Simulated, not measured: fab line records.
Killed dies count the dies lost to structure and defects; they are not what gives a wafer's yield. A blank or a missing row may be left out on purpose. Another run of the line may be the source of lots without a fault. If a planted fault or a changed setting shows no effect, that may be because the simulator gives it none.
Which tool is to blame?    flow n5Finfet    24 lots with 72 wafers sampled at 6 steps, on a route of 1938 steps

## WHAT THE GAUGES READ, wafer by wafer
N5_BEOL_M14_OVL_MEAS_11.
lot   measured      on          V13_OVL (nm)
L074  day 11 22:41  overlay-02  -2 -3 8
L075  day 12 05:21  overlay-02  7 5 -1
L077  day 12 08:47  overlay-01  -4 -7 5
L076  day 12 16:48  overlay-02  -3 -1 9
L078  day 13 00:30  overlay-01  6 6 2
L080  day 13 02:03  overlay-01  -8 -3 -11
L079  day 13 03:56  overlay-01  14 13 4
L081  day 13 17:22  overlay-01  -1 2 -2
L083  day 14 03:19  overlay-02  -9 -14 -13
L082  day 14 05:41  overlay-01  -8 -4 0
L084  day 14 22:39  overlay-02  -5 9 -1
L085  day 15 05:37  overlay-01  5 12 9
L086  day 15 06:56  overlay-01  3 -5 -10
L089  day 15 06:43  overlay-01  2 12 0
L087  day 15 08:26  overlay-02  7 2 0
L088  day 15 14:13  overlay-01  -5 -7 -3
L090  day 16 09:29  overlay-02  7 6 -1
L091  day 16 09:19  overlay-02  -7 2 -2
L092  day 16 13:47  overlay-02  1 -5 -2
L094  day 16 15:56  overlay-01  6 6 2
L093  day 17 15:51  overlay-01  0 -4 -13
L095  day 17 17:04  overlay-02  -5 -5 4
L096  day 17 20:28  overlay-01  0 -3 3
L097  day 18 03:04  overlay-01  1 1 3

N5_BEOL_M14_OVL_MEAS_29.
lot   measured      on          M14_OVL (nm)
L074  day 11 23:32  overlay-01  6 0 2
L075  day 12 06:19  overlay-02  1 11 11
L077  day 12 09:38  overlay-01  14 10 14
L076  day 12 17:47  overlay-01  4 -1 -3
L078  day 13 01:29  overlay-01  -2 3 -4
L080  day 13 03:01  overlay-01  1 2 1
L079  day 13 04:47  overlay-01  0 0 5
L081  day 13 18:20  overlay-02  6 -2 2
L083  day 14 04:19  overlay-02  11 5 17
L082  day 14 06:40  overlay-02  5 4 -4
L084  day 14 23:38  overlay-01  8 -7 7
L085  day 15 06:28  overlay-01  8 -3 -6
L086  day 15 08:26  overlay-02  6 -5 5
L089  day 15 07:34  overlay-02  5 -2 0
L087  day 15 09:25  overlay-02  0 2 2
L088  day 15 15:11  overlay-01  6 -4 -5
L090  day 16 10:44  overlay-02  1 0 0
L091  day 16 10:29  overlay-01  -2 10 14
L092  day 16 14:46  overlay-02  -4 -15 1
L094  day 16 17:03  overlay-02  7 3 8
L093  day 17 16:49  overlay-02  5 -5 -5
L095  day 17 17:56  overlay-02  3 -4 10
L096  day 17 21:22  overlay-02  2 6 7
L097  day 18 03:55  overlay-01  -3 -10 -8

## TOOL THAT RAN EACH LOT (tool first, then ch and the chambers of the sampled wafers, then the start)
lot   N5_BEOL_M12_SPUTTER_43       N5_BEOL_M13_ETCH_38                N5_BEOL_M13_SPUTTER_45       N5_BEOL_M14_STRIP_64
L074  pvdSputter-01, day 11 14:16  rieDiel-06 ch 0,1,2, day 11 19:34  pvdSputter-02, day 11 21:06  rieDiel-03 ch 0,1,3, day 11 23:32 or earlier
L075  pvdSputter-02, day 11 21:59  rieDiel-02 ch 0,1,2, day 12 02:34  pvdSputter-03, day 12 03:31  rieDiel-03 ch 0,2,3, day 12 06:19 or earlier
L077  pvdSputter-01, day 12 02:40  rieDiel-06 ch 0,1,2, day 12 06:25  pvdSputter-03, day 12 07:11  rieDiel-01 ch 0,1,3, day 12 09:38 or earlier
L076  pvdSputter-03, day 12 09:22  rieDiel-02 ch 0,2,3, day 12 14:22  pvdSputter-02, day 12 15:10  rieDiel-03 ch 0,1,2, day 12 17:47 or earlier
L078  pvdSputter-01, day 12 14:40  rieDiel-05 ch 0,1,3, day 12 20:41  pvdSputter-02, day 12 22:54  rieDiel-04 ch 1,2, day 13 01:29 or earlier
L080  pvdSputter-01, day 12 19:43  rieDiel-06 ch 2,3, day 12 23:27    pvdSputter-01, day 13 00:28  rieDiel-01 ch 0,2, day 13 03:01 or earlier
L079  pvdSputter-03, day 12 20:07  rieDiel-06 ch 1,2,3, day 13 01:38  pvdSputter-03, day 13 02:19  rieDiel-01 ch 0,1, day 13 04:47 or earlier
L081  pvdSputter-01, day 13 07:06  rieDiel-06 ch 0,1,3, day 13 14:40  pvdSputter-01, day 13 15:19  rieDiel-01 ch 0,1, day 13 18:20 or earlier
L083  pvdSputter-02, day 13 20:01  rieDiel-02 ch 0,2,3, day 14 00:41  pvdSputter-03, day 14 01:23  rieDiel-04 ch 0,1,3, day 14 04:19 or earlier
L082  pvdSputter-01, day 13 20:10  rieDiel-02 ch 1,2, day 14 01:20    pvdSputter-03, day 14 03:58  rieDiel-01 ch 2,3, day 14 06:40 or earlier
L084  pvdSputter-03, day 14 13:05  rieDiel-05 ch 0,1,3, day 14 19:51  pvdSputter-02, day 14 20:41  rieDiel-03 ch 1,2, day 14 23:38 or earlier
L085  pvdSputter-01, day 14 21:32  rieDiel-02 ch 2,3, day 15 03:15    pvdSputter-02, day 15 04:01  rieDiel-01 ch 0,2,3, day 15 06:28 or earlier
L086  pvdSputter-01, day 15 00:23  rieDiel-05 ch 1,3, day 15 04:34    pvdSputter-02, day 15 05:09  rieDiel-03 ch 1,3, day 15 08:26 or earlier
L089  pvdSputter-02, day 15 00:23  rieDiel-06 ch 0,2,3, day 15 04:31  pvdSputter-03, day 15 05:05  rieDiel-01 ch 0,1,2, day 15 07:34 or earlier
L087  pvdSputter-03, day 15 00:38  rieDiel-05 ch 1,3, day 15 05:16    pvdSputter-01, day 15 06:43  rieDiel-01 ch 1,2, day 15 09:25 or earlier
L088  pvdSputter-02, day 15 05:19  rieDiel-02 ch 0,1,2, day 15 11:55  pvdSputter-01, day 15 12:29  rieDiel-01 ch 1,2,3, day 15 15:11 or earlier
L090  pvdSputter-03, day 15 19:10  rieDiel-06 ch 0,1,2, day 16 06:16  pvdSputter-01, day 16 07:01  rieDiel-04 ch 0,2,3, day 16 10:44 or earlier
L091  pvdSputter-02, day 16 01:42  rieDiel-02 ch 1,2,3, day 16 06:22  pvdSputter-02, day 16 07:01  rieDiel-01 ch 0,1, day 16 10:29 or earlier
L092  pvdSputter-03, day 16 06:32  rieDiel-05 ch 0,1,2, day 16 11:11  pvdSputter-03, day 16 11:37  rieDiel-04 ch 0,2,3, day 16 14:46 or earlier
L094  pvdSputter-03, day 16 06:54  rieDiel-02 ch 0,1,3, day 16 11:55  pvdSputter-03, day 16 14:12  rieDiel-03 ch 0,1,3, day 16 17:03 or earlier
L093  pvdSputter-02, day 16 23:47  rieDiel-06 ch 1,2,3, day 17 13:17  pvdSputter-03, day 17 14:10  rieDiel-03 ch 1,3, day 17 16:49 or earlier
L095  pvdSputter-01, day 17 03:41  rieDiel-05 ch 2,3, day 17 14:45    pvdSputter-03, day 17 15:28  rieDiel-04 ch 0,1,2, day 17 17:56 or earlier
L096  pvdSputter-01, day 17 12:00  rieDiel-05 ch 2,3, day 17 17:37    pvdSputter-03, day 17 18:25  rieDiel-04 ch 0,1,2, day 17 21:22 or earlier
L097  pvdSputter-02, day 17 18:38  rieDiel-06 ch 0,1,3, day 18 00:28  pvdSputter-01, day 18 01:20  rieDiel-04 ch 0,1, day 18 03:55 or earlier
- N5_BEOL_M12_SPUTTER_43: material TaN, target thk 15 nm, time 24.19 s.
- N5_BEOL_M13_ETCH_38: etches SiCN in CF4/N2, target depth 67.5 nm, time 71.9 s.
- N5_BEOL_M13_SPUTTER_45: material Cu, target thk 80 nm, time 13.33 s.
- N5_BEOL_M14_STRIP_64: strips in O2.

## AS READ BY THE TOOLS THEMSELVES (means over the sampled wafers that have a number; for cases with no such wafer, the mark the record gives instead)
N5_BEOL_M12_SPUTTER_43.
lot   tool           throttleValvePct (%)
L074  pvdSputter-01  29.7
L075  pvdSputter-02  30.2
L077  pvdSputter-01  30.3
L076  pvdSputter-03  30.1
L078  pvdSputter-01  29.7
L080  pvdSputter-01  29.6
L079  pvdSputter-03  30.6
L081  pvdSputter-01  29.8
L083  pvdSputter-02  29.6
L082  pvdSputter-01  31.1
L084  pvdSputter-03  29.5
L085  pvdSputter-01  30.6
L086  pvdSputter-01  29.9
L089  pvdSputter-02  28.8
L087  pvdSputter-03  30.0
L088  pvdSputter-02  31.0
L090  pvdSputter-03  30.5
L091  pvdSputter-02  29.8
L092  pvdSputter-03  29.9
L094  pvdSputter-03  30.5
L093  pvdSputter-02  30.4
L095  pvdSputter-01  30.5
L096  pvdSputter-01  29.7
L097  pvdSputter-02  29.0

N5_BEOL_M13_ETCH_38.
lot   tool        drypumpMotorCurrentA (A)  oesProductAu (a.u.)  rfVppV (V)  showerheadPlenumPTorr (Torr)  throttleValvePct (%)
L074  rieDiel-06  5.8                       0.75                 381.3       2.15                          15.75
L075  rieDiel-02  5.7                       0.82                 382.8       2.23                          15.40
L077  rieDiel-06  5.8                       0.74                 380.9       2.15                          15.74
L076  rieDiel-02  5.5                       0.81                 382.2       2.19                          15.35
L078  rieDiel-05  5.6                       0.81                 381.7       2.17                          15.40
L080  rieDiel-06  5.5                       0.83                 383.8       2.26                          15.32
L079  rieDiel-06  5.7                       0.78                 380.6       2.16                          15.60
L081  rieDiel-06  5.6                       0.80                 382.9       2.23                          15.51
L083  rieDiel-02  5.5                       0.79                 381.9       2.18                          15.37
L082  rieDiel-02  6.0                       0.75                 383.1       2.24                          15.68
L084  rieDiel-05  5.6                       0.80                 381.1       2.17                          15.43
L085  rieDiel-02  5.5                       0.72                 381.4       2.16                          15.58
L086  rieDiel-05  5.4                       0.83                 381.2       2.16                          15.35
L089  rieDiel-06  5.7                       0.78                 382.6       2.25                          15.51
L087  rieDiel-05  5.4                       0.84                 380.8       2.16                          15.36
L088  rieDiel-02  5.7                       0.80                 382.8       2.22                          15.46
L090  rieDiel-06  5.8                       0.72                 380.1       2.14                          15.80
L091  rieDiel-02  5.8                       0.72                 381.8       2.20                          15.66
L092  rieDiel-05  5.8                       0.82                 381.8       2.20                          15.31
L094  rieDiel-02  5.8                       0.78                 383.9       2.24                          15.55
L093  rieDiel-06  5.7                       0.75                 380.7       2.15                          15.67
L095  rieDiel-05  5.7                       0.86                 382.4       2.18                          15.20
L096  rieDiel-05  5.7                       0.86                 381.6       2.18                          15.20
L097  rieDiel-06  5.7                       0.77                 382.4       2.22                          15.57

N5_BEOL_M13_SPUTTER_45.
lot   tool           throttleValvePct (%)
L074  pvdSputter-02  30.4
L075  pvdSputter-03  30.5
L077  pvdSputter-03  30.1
L076  pvdSputter-02  30.0
L078  pvdSputter-02  29.3
L080  pvdSputter-01  30.4
L079  pvdSputter-03  29.7
L081  pvdSputter-01  29.9
L083  pvdSputter-03  29.6
L082  pvdSputter-03  29.7
L084  pvdSputter-02  30.5
L085  pvdSputter-02  30.5
L086  pvdSputter-02  30.4
L089  pvdSputter-03  29.9
L087  pvdSputter-01  30.5
L088  pvdSputter-01  31.2
L090  pvdSputter-01  30.6
L091  pvdSputter-02  30.1
L092  pvdSputter-03  30.2
L094  pvdSputter-03  30.1
L093  pvdSputter-03  29.9
L095  pvdSputter-03  30.7
L096  pvdSputter-03  30.0
L097  pvdSputter-01  30.6

N5_BEOL_M14_STRIP_64.
lot   tool        drypumpMotorCurrentA (A)  oesProductAu (a.u.)  rfVppV (V)  showerheadPlenumPTorr (Torr)  throttleValvePct (%)
L074  rieDiel-03  5.8                       0.83                 3.9         2.03                          16.56
L075  rieDiel-03  5.5                       0.78                 4.2         2.07                          16.84
L077  rieDiel-01  5.9                       0.82                 3.3         2.03                          16.59
L076  rieDiel-03  5.7                       0.82                 4.0         2.09                          16.65
L078  rieDiel-04  6.0                       0.78                 3.7         2.18                          16.74
L080  rieDiel-01  6.1                       0.75                 3.5         2.04                          16.56
L079  rieDiel-01  6.0                       0.83                 3.9         2.03                          16.44
L081  rieDiel-01  6.0                       0.82                 3.1         2.03                          16.45
L083  rieDiel-04  5.8                       0.80                 3.4         2.15                          16.60
L082  rieDiel-01  5.9                       0.81                 3.7         2.02                          16.73
L084  rieDiel-03  6.0                       0.80                 3.3         2.08                          16.60
L085  rieDiel-01  6.0                       0.81                 4.1         2.03                          16.59
L086  rieDiel-03  6.0                       0.75                 4.1         2.00                          16.77
L089  rieDiel-01  6.0                       0.86                 4.0         2.05                          16.40
L087  rieDiel-01  6.1                       0.92                 4.0         2.07                          16.33
L088  rieDiel-01  5.9                       0.85                 3.7         2.04                          16.56
L090  rieDiel-04  5.6                       0.76                 3.2         2.12                          16.82
L091  rieDiel-01  6.0                       0.79                 4.2         2.02                          16.50
L092  rieDiel-04  5.6                       0.74                 4.4         2.12                          16.82
L094  rieDiel-03  5.8                       0.79                 3.7         2.01                          16.64
L093  rieDiel-03  6.2                       0.78                 3.8         2.01                          16.59
L095  rieDiel-04  5.8                       0.86                 3.8         2.11                          16.60
L096  rieDiel-04  5.8                       0.85                 3.1         2.11                          16.60
L097  rieDiel-04  5.7                       0.78                 3.7         2.07                          16.55

## THE ANSWER, worked out from the rows above alone
Rule: what is usual is taken from the lots themselves. The widest of any qualifying gaps counts: lots, ordered by their means at a reading, are off when they make up no more than a third of the lots, leave a main group of 4 or more, and stand apart from it by 3 or more times the standard deviation of that group's means. A main group whose means are all the same, to the digits that the tables above print for the reading, isn't used. A lot without any number at a reading at which 4 lots or more have one is off too. The other lots that the step has rows for count as sound. The gauges are gone through in route order, then the tools' own readings, and for those a lot's mean is taken as printed above. At the first step where some lot is off, the reading lying furthest off is the one used; lots without a number count as furthest.
Nothing can be told from this: no lot is off at any reading shown.

## WHAT HAD BEEN PUT IN BY THE SIMULATOR
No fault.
